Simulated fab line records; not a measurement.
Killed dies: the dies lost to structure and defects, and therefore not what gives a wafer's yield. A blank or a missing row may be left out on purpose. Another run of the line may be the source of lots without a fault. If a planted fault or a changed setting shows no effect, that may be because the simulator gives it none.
fab line records / flow n5_finfet / part 2 of 2: steps 23 to 31 of 31
[record] lots = 5 wafers = 15 last_day = 16
route steps=1938 shown BEOL_M2@850
lots with no fault: from the same line, run without faults
start_h: start of the lot's first displayed wafer, in hours after the record's first day / wait_h: how many hours have passed since the lot's step before this one / " as in the row above / L1.1+2: a row that stands for several wafers / - value missing, or start not given / * or withheld: withheld / < > ~ a bound
route shown NAME@n: a module of which the file shows steps, and the number in the route of the first / usual: the fault-free wafers' mean and standard deviation / same: alike in all rows / chamber/n: place in a boat / sites: each site's reading / _std_site: their standard deviation / _edge_site: the outer-site mean with the inner-site mean subtracted / radius_mm: for every site, how far away it sits from the centre of the wafer / mask NAME#n: copy n / behind: the tool/chamber that last shaped the wafer / hold: cause of the lot's hold/its duration in hours/its outcome / device: which transistor (n, p or np) failed to switch / end of line: the route-end tests of the same wafers / where a step has no rows: the recipe by itself / killed: dies that structure and defects cost at the first sort, which is not the same as the wafer's yield / map: per-die view of a wafer (x killed, . not killed, _ where there is no die)
set.NAME: the setting that was run; set.NAME@STEP: the one run at that earlier step / model.NAME: the simulator's own value behind a step, which no gauge read
lots at selected steps of the route; one table per step, one row per wafer
services: from which hour (start_h, from the record's first day; less than 0 if before it) a tool's chamber was out of use, for how many hours, and why
[[steps]]
[step N5_BEOL_M2_SOFTBAKE_23]
[recipe] temp_c = 110 time_s = 60 resist = CAR-EUV
[same] time_s = 60
lot.wafer=L075.1+3+4 tool=litho_track-02 chamber=0 start_h=- wait_h=-
lot.wafer=L076.1+2+5 tool=litho_track-02 chamber=0 start_h=- wait_h=-
lot.wafer=L083.2+5+6 tool=litho_track-01 chamber=0 start_h=- wait_h=-
lot.wafer=L085.1+4+5 tool=litho_track-02 chamber=0 start_h=- wait_h=-
lot.wafer=L095.1+3+6 tool=litho_track-05 chamber=0 start_h=- wait_h=-
[step N5_BEOL_M2_EXPOSE_25]
[recipe] mask_id = V1 na = 0.33 source_shape = quasar sigma_inner = 0.2 sigma_outer = 0.8 polarization = unpolarized defocus_nm = 5 dose_mj = 63
[usual] exposure_dose_mJ_cm2 = 63.18/0.061
lot.wafer=L075.1 tool=euv_scanner-02 chamber=0 start_h=141.31 wait_h=- mask=V1#0 exposure_dose_mJ_cm2=63.31
lot.wafer=L075.3 tool=euv_scanner-02 chamber=0 start_h=141.31 wait_h=- mask=V1#0 exposure_dose_mJ_cm2=63.18
lot.wafer=L075.4 tool=euv_scanner-02 chamber=0 start_h=141.31 wait_h=- mask=V1#0 exposure_dose_mJ_cm2=63.18
lot.wafer=L076.1 tool=euv_scanner-02 chamber=0 start_h=149.91 wait_h=- mask=V1#0 exposure_dose_mJ_cm2=63.09
lot.wafer=L076.2 tool=euv_scanner-02 chamber=0 start_h=149.91 wait_h=- mask=V1#0 exposure_dose_mJ_cm2=63.11
lot.wafer=L076.5 tool=euv_scanner-02 chamber=0 start_h=149.91 wait_h=- mask=V1#0 exposure_dose_mJ_cm2=63.15
lot.wafer=L083.2 tool=euv_scanner-01 chamber=0 start_h=194.91 wait_h=- mask=V1#0 exposure_dose_mJ_cm2=63.06
lot.wafer=L083.5 tool=euv_scanner-01 chamber=0 start_h=194.91 wait_h=- mask=V1#0 exposure_dose_mJ_cm2=63.08
lot.wafer=L083.6 tool=euv_scanner-01 chamber=0 start_h=194.91 wait_h=- mask=V1#0 exposure_dose_mJ_cm2=63.21
lot.wafer=L085.1 tool=euv_scanner-01 chamber=0 start_h=205.07 wait_h=- mask=V1#0 exposure_dose_mJ_cm2=63.15
lot.wafer=L085.4 tool=euv_scanner-01 chamber=0 start_h=205.07 wait_h=- mask=V1#0 exposure_dose_mJ_cm2=63.08
lot.wafer=L085.5 tool=euv_scanner-01 chamber=0 start_h=205.07 wait_h=- mask=V1#0 exposure_dose_mJ_cm2=63.12
lot.wafer=L095.1 tool=euv_scanner-02 chamber=0 start_h=266.39 wait_h=- mask=V1#0 exposure_dose_mJ_cm2=63.17
lot.wafer=L095.3 tool=euv_scanner-02 chamber=0 start_h=266.39 wait_h=- mask=V1#0 exposure_dose_mJ_cm2=63.18
lot.wafer=L095.6 tool=euv_scanner-02 chamber=0 start_h=266.39 wait_h=- mask=V1#0 exposure_dose_mJ_cm2=63.20
[step N5_BEOL_M2_PEB_26]
[recipe] peb_temp_c = 100 peb_time_s = 60 resist = CAR-EUV
lot.wafer=L075.1+3+4 tool=litho_track-01 chamber=0 start_h=141.39 wait_h=0.1
lot.wafer=L076.1+2+5 tool=litho_track-05 chamber=0 start_h=149.99 wait_h=0.1
lot.wafer=L083.2+5+6 tool=litho_track-05 chamber=0 start_h=194.98 wait_h=0.1
lot.wafer=L085.1+4+5 tool=litho_track-02 chamber=0 start_h=205.15 wait_h=0.1
lot.wafer=L095.1+3+6 tool=litho_track-01 chamber=0 start_h=266.46 wait_h=0.1
[step N5_BEOL_M2_DEVELOP_27]
[recipe] develop_time_s = 30 developer = TMAH resist = CAR-EUV rinse_liquid = surfactant_rinse dry = air_spin dev_temp_c = 23
lot.wafer=L075.1+3+4 tool=litho_track-01 chamber=0 start_h=- wait_h=-
lot.wafer=L076.1+2+5 tool=litho_track-05 chamber=0 start_h=- wait_h=-
lot.wafer=L083.2+5+6 tool=litho_track-05 chamber=0 start_h=- wait_h=-
lot.wafer=L085.1+4+5 tool=litho_track-02 chamber=0 start_h=- wait_h=-
lot.wafer=L095.1+3+6 tool=litho_track-01 chamber=0 start_h=- wait_h=-
[step N5_BEOL_M2_CD_MEAS_28]
[recipe] target_cd_nm = 26.2 landing_energy_ev = 500 detector = se_inlens target_cd_y_nm = 24.1 polarity = opening
[usual] cd_nm = 26.16/0.25
lot.wafer=L075.1 tool=cd_sem-03 chamber=0 start_h=141.46 wait_h=- cd_nm=26.33
lot.wafer=L075.3 tool=cd_sem-03 chamber=0 start_h=141.46 wait_h=- cd_nm=26.49
lot.wafer=L075.4 tool=cd_sem-03 chamber=0 start_h=141.46 wait_h=- cd_nm=26.36
lot.wafer=L076.1 tool=cd_sem-02 chamber=0 start_h=150.06 wait_h=- cd_nm=26.42
lot.wafer=L076.2 tool=cd_sem-02 chamber=0 start_h=150.06 wait_h=- cd_nm=26.28
lot.wafer=L076.5 tool=cd_sem-02 chamber=0 start_h=150.06 wait_h=- cd_nm=26.25
lot.wafer=L083.2 tool=cd_sem-02 chamber=0 start_h=195.05 wait_h=- cd_nm=25.95
lot.wafer=L083.5 tool=cd_sem-02 chamber=0 start_h=195.05 wait_h=- cd_nm=26.56
lot.wafer=L083.6 tool=cd_sem-02 chamber=0 start_h=195.05 wait_h=- cd_nm=26.02
lot.wafer=L085.1 tool=cd_sem-01 chamber=0 start_h=205.21 wait_h=- cd_nm=26.11
lot.wafer=L085.4 tool=cd_sem-01 chamber=0 start_h=205.21 wait_h=- cd_nm=26.08
lot.wafer=L085.5 tool=cd_sem-01 chamber=0 start_h=205.21 wait_h=- cd_nm=25.87
lot.wafer=L095.1 tool=cd_sem-01 chamber=0 start_h=266.53 wait_h=- cd_nm=26.29
lot.wafer=L095.3 tool=cd_sem-01 chamber=0 start_h=266.53 wait_h=- cd_nm=25.76
lot.wafer=L095.6 tool=cd_sem-01 chamber=0 start_h=266.53 wait_h=- cd_nm=26.33
[step N5_BEOL_M2_OVL_MEAS_29]
[recipe] points_per_wafer = 522
[usual] V1_OVL = -0.2/0.77
[same] points_per_wafer = 522
lot.wafer=L075.1 tool=overlay-02 chamber=0 start_h=141.49 wait_h=0.0 V1_OVL[nm]=0.7
lot.wafer=L075.3 tool=overlay-02 chamber=0 start_h=141.49 wait_h=0.0 V1_OVL[nm]=0.2
lot.wafer=L075.4 tool=overlay-02 chamber=0 start_h=141.49 wait_h=0.0 V1_OVL[nm]=-0.8
lot.wafer=L076.1 tool=overlay-01 chamber=0 start_h=150.10 wait_h=0.0 V1_OVL[nm]=1.4
lot.wafer=L076.2 tool=overlay-01 chamber=0 start_h=150.10 wait_h=0.0 V1_OVL[nm]=0.8
lot.wafer=L076.5 tool=overlay-01 chamber=0 start_h=150.10 wait_h=0.0 V1_OVL[nm]=0.4
lot.wafer=L083.2 tool=overlay-02 chamber=0 start_h=195.09 wait_h=0.0 V1_OVL[nm]=-1.4
lot.wafer=L083.5 tool=overlay-02 chamber=0 start_h=195.09 wait_h=0.0 V1_OVL[nm]=-0.5
lot.wafer=L083.6 tool=overlay-02 chamber=0 start_h=195.09 wait_h=0.0 V1_OVL[nm]=-0.6
lot.wafer=L085.1 tool=overlay-02 chamber=0 start_h=205.24 wait_h=0.0 V1_OVL[nm]=-1.4
lot.wafer=L085.4 tool=overlay-02 chamber=0 start_h=205.24 wait_h=0.0 V1_OVL[nm]=0.3
lot.wafer=L085.5 tool=overlay-02 chamber=0 start_h=205.24 wait_h=0.0 V1_OVL[nm]=-0.2
lot.wafer=L095.1 tool=overlay-01 chamber=0 start_h=266.56 wait_h=0.0 V1_OVL[nm]=-1.2
lot.wafer=L095.3 tool=overlay-01 chamber=0 start_h=266.56 wait_h=0.0 V1_OVL[nm]=-0.6
lot.wafer=L095.6 tool=overlay-01 chamber=0 start_h=266.56 wait_h=0.0 V1_OVL[nm]=-0.4
[step N5_BEOL_M2_INSPECT_30]
[recipe] mode = adi inspect_instrument = brightfield
[usual] raw_defect_count = 423/100
lot.wafer=L075.1 tool=defect_inspect-02 chamber=- start_h=141.55 wait_h=0.1 raw_defect_count=435
lot.wafer=L075.3 tool=defect_inspect-02 chamber=- start_h=141.55 wait_h=0.1 raw_defect_count=582
lot.wafer=L075.4 tool=defect_inspect-02 chamber=- start_h=141.55 wait_h=0.1 raw_defect_count=402
lot.wafer=L076.1 tool=defect_inspect-01 chamber=- start_h=150.16 wait_h=0.1 raw_defect_count=302
lot.wafer=L076.2 tool=defect_inspect-01 chamber=- start_h=150.16 wait_h=0.1 raw_defect_count=243
lot.wafer=L076.5 tool=defect_inspect-01 chamber=- start_h=150.16 wait_h=0.1 raw_defect_count=409
lot.wafer=L083.2 tool=defect_inspect-01 chamber=- start_h=195.14 wait_h=0.0 raw_defect_count=387
lot.wafer=L083.5 tool=defect_inspect-01 chamber=- start_h=195.14 wait_h=0.0 raw_defect_count=376
lot.wafer=L083.6 tool=defect_inspect-01 chamber=- start_h=195.14 wait_h=0.0 raw_defect_count=344
lot.wafer=L085.1 tool=defect_inspect-02 chamber=- start_h=205.37 wait_h=0.1 raw_defect_count=406
lot.wafer=L085.4 tool=defect_inspect-02 chamber=- start_h=205.37 wait_h=0.1 raw_defect_count=448
lot.wafer=L085.5 tool=defect_inspect-02 chamber=- start_h=205.37 wait_h=0.1 raw_defect_count=271
lot.wafer=L095.1 tool=defect_inspect-02 chamber=- start_h=266.62 wait_h=0.1 raw_defect_count=344
lot.wafer=L095.3 tool=defect_inspect-02 chamber=- start_h=266.62 wait_h=0.1 raw_defect_count=356
lot.wafer=L095.6 tool=defect_inspect-02 chamber=- start_h=266.62 wait_h=0.1 raw_defect_count=258
[step N5_BEOL_M2_DESCUM_33]
[recipe] chemistry = O2 time_s = 7 source_power_w = 50 bias_power_w = 20 pressure_mtorr = 20 rf_frequency_hz = 2.712e+07 temp_c = 40 resist = CAR-EUV o2_flow_sccm = 225
[usual] bias_power_w = 20.00/0.062 drypump_motor_current_A = 5.5/0.51 oes_product_au = 0.80/0.1 rf_vpp_V = 243.2/1.1 showerhead_plenum_p_Torr = 2.09/0.051 throttle_valve_pct = 20.53/0.24
[same] time_s = 7
lot.wafer=L075.1 tool=rie_diel-05 chamber=2 start_h=141.66 wait_h=0.1 bias_power_w=19.93 drypump_motor_current_A=4.8 oes_product_au=0.75 rf_hours_counter_h=152 rf_vpp_V=240.7 showerhead_plenum_p_Torr=2.03 throttle_valve_pct=20.63
lot.wafer=L075.3 tool=rie_diel-05 chamber=0 start_h=141.66 wait_h=0.1 bias_power_w=19.95 drypump_motor_current_A=5.9 oes_product_au=0.90 rf_hours_counter_h=31 rf_vpp_V=241.2 showerhead_plenum_p_Torr=2.03 throttle_valve_pct=20.34
lot.wafer=L075.4 tool=rie_diel-05 chamber=1 start_h=141.66 wait_h=0.1 bias_power_w=20.00 drypump_motor_current_A=5.1 oes_product_au=0.88 rf_hours_counter_h=20 rf_vpp_V=243.1 showerhead_plenum_p_Torr=2.13 throttle_valve_pct=20.27
lot.wafer=L076.1 tool=rie_diel-06 chamber=1 start_h=150.20 wait_h=0.0 bias_power_w=19.90 drypump_motor_current_A=5.9 oes_product_au=0.68 rf_hours_counter_h=219 rf_vpp_V=243.2 showerhead_plenum_p_Torr=2.06 throttle_valve_pct=20.75
lot.wafer=L076.2 tool=rie_diel-06 chamber=0 start_h=150.20 wait_h=0.0 bias_power_w=19.99 drypump_motor_current_A=5.3 oes_product_au=0.91 rf_hours_counter_h=23 rf_vpp_V=243.5 showerhead_plenum_p_Torr=2.13 throttle_valve_pct=20.04
lot.wafer=L076.5 tool=rie_diel-06 chamber=1 start_h=150.20 wait_h=0.0 bias_power_w=19.91 drypump_motor_current_A=5.9 oes_product_au=0.67 rf_hours_counter_h=- rf_vpp_V=242.6 showerhead_plenum_p_Torr=2.06 throttle_valve_pct=20.74
lot.wafer=L083.2 tool=rie_diel-03 chamber=3 start_h=195.32 wait_h=0.2 bias_power_w=19.95 drypump_motor_current_A=5.5 oes_product_au=0.70 rf_hours_counter_h=246 rf_vpp_V=243.8 showerhead_plenum_p_Torr=2.16 throttle_valve_pct=20.80
lot.wafer=L083.5 tool=rie_diel-03 chamber=3 start_h=195.32 wait_h=0.2 bias_power_w=19.92 drypump_motor_current_A=5.5 oes_product_au=0.70 rf_hours_counter_h=- rf_vpp_V=244.2 showerhead_plenum_p_Torr=2.16 throttle_valve_pct=20.79
lot.wafer=L083.6 tool=rie_diel-03 chamber=2 start_h=195.32 wait_h=0.2 bias_power_w=20.04 drypump_motor_current_A=5.8 oes_product_au=0.89 rf_hours_counter_h=- rf_vpp_V=244.8 showerhead_plenum_p_Torr=2.15 throttle_valve_pct=20.40
lot.wafer=L085.1 tool=rie_diel-05 chamber=1 start_h=205.43 wait_h=0.1 bias_power_w=19.99 drypump_motor_current_A=5.1 oes_product_au=0.84 rf_hours_counter_h=43 rf_vpp_V=245.0 showerhead_plenum_p_Torr=2.13 throttle_valve_pct=20.30
lot.wafer=L085.4 tool=rie_diel-05 chamber=3 start_h=205.43 wait_h=0.1 bias_power_w=19.98 drypump_motor_current_A=6.1 oes_product_au=0.69 rf_hours_counter_h=207 rf_vpp_V=242.0 showerhead_plenum_p_Torr=2.09 throttle_valve_pct=20.71
lot.wafer=L085.5 tool=rie_diel-05 chamber=0 start_h=205.43 wait_h=0.1 bias_power_w=19.98 drypump_motor_current_A=5.9 oes_product_au=0.86 rf_hours_counter_h=- rf_vpp_V=241.4 showerhead_plenum_p_Torr=2.02 throttle_valve_pct=20.37
lot.wafer=L095.1 tool=rie_diel-03 chamber=3 start_h=267.06 wait_h=0.4 bias_power_w=20.00 drypump_motor_current_A=5.5 oes_product_au=0.90 rf_hours_counter_h=17 rf_vpp_V=243.7 showerhead_plenum_p_Torr=2.15 throttle_valve_pct=20.46
lot.wafer=L095.3 tool=rie_diel-03 chamber=0 start_h=267.06 wait_h=0.4 bias_power_w=19.96 drypump_motor_current_A=6.3 oes_product_au=0.93 rf_hours_counter_h=33 rf_vpp_V=243.1 showerhead_plenum_p_Torr=2.04 throttle_valve_pct=20.43
lot.wafer=L095.6 tool=rie_diel-03 chamber=1 start_h=267.06 wait_h=0.4 bias_power_w=20.08 drypump_motor_current_A=5.9 oes_product_au=0.86 rf_hours_counter_h=- rf_vpp_V=243.4 showerhead_plenum_p_Torr=2.05 throttle_valve_pct=20.43
[step N5_BEOL_M2_ETCH_77]
[recipe] chemistry = N2/H2 target = underlayer target_depth_a = 65 mask_material = CAR-EUV time_s = 5.2 ion_energy_ev = 200 pressure_mtorr = 30 source_w = 840 bias_w = 150 n2_flow_sccm = 200 h2_flow_sccm = 200 ends = cleared
[usual] drypump_motor_current_A = 5.5/0.51 etch_rf_on_time_s = 5.26/0.19 oes_product_au = 0.68/0.087 rf_vpp_V = 523.8/2.1 showerhead_plenum_p_Torr = 2.53/0.07 throttle_valve_pct = 17.89/0.21
lot.wafer=L075.1 tool=rie_diel-05 chamber=2 start_h=141.70 wait_h=0.0 drypump_motor_current_A=4.8 etch_rf_on_time_s=5.03 oes_product_au=0.64 rf_hours_counter_h=152 rf_vpp_V=521.2 showerhead_plenum_p_Torr=2.42 throttle_valve_pct=17.90
lot.wafer=L075.3 tool=rie_diel-05 chamber=0 start_h=141.70 wait_h=0.0 drypump_motor_current_A=5.9 etch_rf_on_time_s=5.15 oes_product_au=0.77 rf_hours_counter_h=31 rf_vpp_V=524.2 showerhead_plenum_p_Torr=2.47 throttle_valve_pct=17.67
lot.wafer=L075.4 tool=rie_diel-05 chamber=1 start_h=141.70 wait_h=0.0 drypump_motor_current_A=5.1 etch_rf_on_time_s=5.24 oes_product_au=0.75 rf_hours_counter_h=20 rf_vpp_V=525.7 showerhead_plenum_p_Torr=2.59 throttle_valve_pct=17.64
lot.wafer=L076.1 tool=rie_diel-06 chamber=1 start_h=150.23 wait_h=0.0 drypump_motor_current_A=5.9 etch_rf_on_time_s=5.55 oes_product_au=0.57 rf_hours_counter_h=219 rf_vpp_V=524.6 showerhead_plenum_p_Torr=2.48 throttle_valve_pct=18.00
lot.wafer=L076.2 tool=rie_diel-06 chamber=0 start_h=150.23 wait_h=0.0 drypump_motor_current_A=5.2 etch_rf_on_time_s=5.09 oes_product_au=0.79 rf_hours_counter_h=23 rf_vpp_V=525.9 showerhead_plenum_p_Torr=2.61 throttle_valve_pct=17.62
lot.wafer=L076.5 tool=rie_diel-06 chamber=1 start_h=150.23 wait_h=0.0 drypump_motor_current_A=5.9 etch_rf_on_time_s=5.53 oes_product_au=0.57 rf_hours_counter_h=- rf_vpp_V=523.2 showerhead_plenum_p_Torr=2.48 throttle_valve_pct=18.00
lot.wafer=L083.2 tool=rie_diel-03 chamber=3 start_h=195.35 wait_h=0.0 drypump_motor_current_A=5.5 etch_rf_on_time_s=5.30 oes_product_au=0.59 rf_hours_counter_h=246 rf_vpp_V=525.6 showerhead_plenum_p_Torr=2.63 throttle_valve_pct=18.37
lot.wafer=L083.5 tool=rie_diel-03 chamber=3 start_h=195.35 wait_h=0.0 drypump_motor_current_A=5.5 etch_rf_on_time_s=5.30 oes_product_au=0.58 rf_hours_counter_h=- rf_vpp_V=525.9 showerhead_plenum_p_Torr=2.63 throttle_valve_pct=18.39
lot.wafer=L083.6 tool=rie_diel-03 chamber=2 start_h=195.35 wait_h=0.0 drypump_motor_current_A=5.8 etch_rf_on_time_s=5.09 oes_product_au=0.76 rf_hours_counter_h=- rf_vpp_V=524.1 showerhead_plenum_p_Torr=2.61 throttle_valve_pct=17.96
lot.wafer=L085.1 tool=rie_diel-05 chamber=1 start_h=205.47 wait_h=0.0 drypump_motor_current_A=5.1 etch_rf_on_time_s=5.19 oes_product_au=0.72 rf_hours_counter_h=43 rf_vpp_V=523.5 showerhead_plenum_p_Torr=2.58 throttle_valve_pct=17.69
lot.wafer=L085.4 tool=rie_diel-05 chamber=3 start_h=205.47 wait_h=0.0 drypump_motor_current_A=6.1 etch_rf_on_time_s=5.59 oes_product_au=0.58 rf_hours_counter_h=207 rf_vpp_V=523.6 showerhead_plenum_p_Torr=2.53 throttle_valve_pct=18.18
lot.wafer=L085.5 tool=rie_diel-05 chamber=0 start_h=205.47 wait_h=0.0 drypump_motor_current_A=5.9 etch_rf_on_time_s=5.16 oes_product_au=0.73 rf_hours_counter_h=- rf_vpp_V=521.1 showerhead_plenum_p_Torr=2.46 throttle_valve_pct=17.68
lot.wafer=L095.1 tool=rie_diel-03 chamber=3 start_h=267.09 wait_h=0.0 drypump_motor_current_A=5.5 etch_rf_on_time_s=5.54 oes_product_au=0.75 rf_hours_counter_h=17 rf_vpp_V=526.8 showerhead_plenum_p_Torr=2.63 throttle_valve_pct=18.00
lot.wafer=L095.3 tool=rie_diel-03 chamber=0 start_h=267.09 wait_h=0.0 drypump_motor_current_A=6.3 etch_rf_on_time_s=5.41 oes_product_au=0.75 rf_hours_counter_h=33 rf_vpp_V=522.2 showerhead_plenum_p_Torr=2.49 throttle_valve_pct=17.96
lot.wafer=L095.6 tool=rie_diel-03 chamber=1 start_h=267.09 wait_h=0.0 drypump_motor_current_A=5.9 etch_rf_on_time_s=5.15 oes_product_au=0.73 rf_hours_counter_h=- rf_vpp_V=519.5 showerhead_plenum_p_Torr=2.47 throttle_valve_pct=17.70
[[services]]
tool=rie_diel-06 chamber=- start_h=119.48 hours=4.4 kind=repair
tool=rie_diel-06 chamber=0 start_h=124.63 hours=1.7 kind=repair
tool=rie_metal-03 chamber=0 start_h=130.79 hours=8.0 kind=repair
tool=euv_scanner-01 chamber=- start_h=131.73 hours=4.6 kind=pm
tool=euv_scanner-02 chamber=- start_h=156.02 hours=1.0 kind=pm
tool=euv_scanner-01 chamber=- start_h=157.06 hours=1.0 kind=pm
tool=rie_diel-03 chamber=- start_h=158.24 hours=0.4 kind=repair
tool=euv_scanner-02 chamber=- start_h=158.71 hours=1.2 kind=repair
tool=rie_metal-03 chamber=- start_h=160.87 hours=28.1 kind=pm
tool=rie_diel-06 chamber=2 start_h=168.19 hours=- kind=clean
tool=rie_diel-06 chamber=2 start_h=168.19 hours=- kind=consumable_replace:focus_ring
tool=rie_diel-06 chamber=2 start_h=168.19 hours=20.0 kind=scheduled_down
tool=rie_diel-06 chamber=2 start_h=168.19 hours=20.0 kind=vent_cycle
tool=rie_diel-03 chamber=3 start_h=168.79 hours=4.2 kind=repair
tool=euv_scanner-02 chamber=- start_h=212.17 hours=1.0 kind=pm
tool=euv_scanner-01 chamber=- start_h=213.21 hours=1.0 kind=pm
tool=rie_diel-03 chamber=0 start_h=218.61 hours=7.7 kind=repair
tool=rie_diel-06 chamber=- start_h=223.44 hours=14.6 kind=pm
tool=rie_metal-01 chamber=- start_h=225.67 hours=1.5 kind=repair
tool=rie_diel-05 chamber=- start_h=229.22 hours=0.1 kind=repair
tool=euv_scanner-02 chamber=- start_h=230.46 hours=4.6 kind=pm
tool=rie_diel-06 chamber=1 start_h=242.74 hours=- kind=clean
tool=rie_diel-06 chamber=1 start_h=242.74 hours=- kind=consumable_replace:focus_ring
tool=rie_diel-06 chamber=1 start_h=242.74 hours=21.2 kind=scheduled_down
